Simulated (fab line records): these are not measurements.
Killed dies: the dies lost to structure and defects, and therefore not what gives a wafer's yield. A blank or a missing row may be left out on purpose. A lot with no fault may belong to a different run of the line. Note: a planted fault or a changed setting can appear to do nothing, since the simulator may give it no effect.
Chamber matching || flow nandHarc || rieDiel-09 running NHARC_A_STAIRCASE_ETCH_444: 4 sister chambers
The step etches the open film in C4F8/O2, target depth 20400 nm, time 6800 s. 4 wafers are shown with their chamber, then 11 later ones without.

## WAFERS WITH THEIR CHAMBER
{"wafer": "L092.4", "chamber": 0, "rfVppV (V)": 814}
{"wafer": "L092.5", "chamber": 2, "rfVppV (V)": 809}
{"wafer": "L092.6", "chamber": 3, "rfVppV (V)": 801}
{"wafer": "L094.1", "chamber": 1, "rfVppV (V)": 807}

## WAFERS WITHOUT THEIR CHAMBER
{"wafer": "L094.2", "rfVppV (V)": 809}
{"wafer": "L094.4", "rfVppV (V)": 801}
{"wafer": "L095.2", "rfVppV (V)": 800}
{"wafer": "L095.3", "rfVppV (V)": 811}
{"wafer": "L095.6", "rfVppV (V)": 806}
{"wafer": "L096.2", "rfVppV (V)": 811}
{"wafer": "L096.4", "rfVppV (V)": 813}
{"wafer": "L096.5", "rfVppV (V)": 802}
{"wafer": "L097.2", "rfVppV (V)": 810}
{"wafer": "L097.4", "rfVppV (V)": 800}
{"wafer": "L097.5", "rfVppV (V)": 807}

## WHICH CHAMBER EACH ONE RAN IN
{"wafer": "L094.2", "from the rows above": "can't be placed: 2 or 1", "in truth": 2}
{"wafer": "L094.4", "from the rows above": 3, "in truth": 3}
{"wafer": "L095.2", "from the rows above": 3, "in truth": 3}
{"wafer": "L095.3", "from the rows above": "can't be placed: 2 or 0 or 1", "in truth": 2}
{"wafer": "L095.6", "from the rows above": "can't be placed: 1 or 2", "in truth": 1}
{"wafer": "L096.2", "from the rows above": "can't be placed: 2 or 0 or 1", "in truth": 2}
{"wafer": "L096.4", "from the rows above": 0, "in truth": 0}
{"wafer": "L096.5", "from the rows above": 3, "in truth": 3}
{"wafer": "L097.2", "from the rows above": "can't be placed: 2 or 1", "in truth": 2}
{"wafer": "L097.4", "from the rows above": 3, "in truth": 3}
{"wafer": "L097.5", "from the rows above": "can't be placed: 1 or 2", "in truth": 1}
Placed correctly: 5 of 11. Not placeable from these rows: 6 (in 6, the candidates include the true chamber). Placed wrongly: 0.
How it was worked out, from the rows above alone: a wafer's distance from a chamber is the root of the sum, over the readings, of the square of ((its reading less the chamber's mean) divided by the reading's scatter). The wafer belongs to the nearest chamber; if the next one is less than 2 further off, it can't be placed. A chamber's mean is the mean of its shown wafers. The scatter (one wafer shown for each chamber): square how far every hidden wafer sits from the nearest shown wafer, average those squares and take the square root.
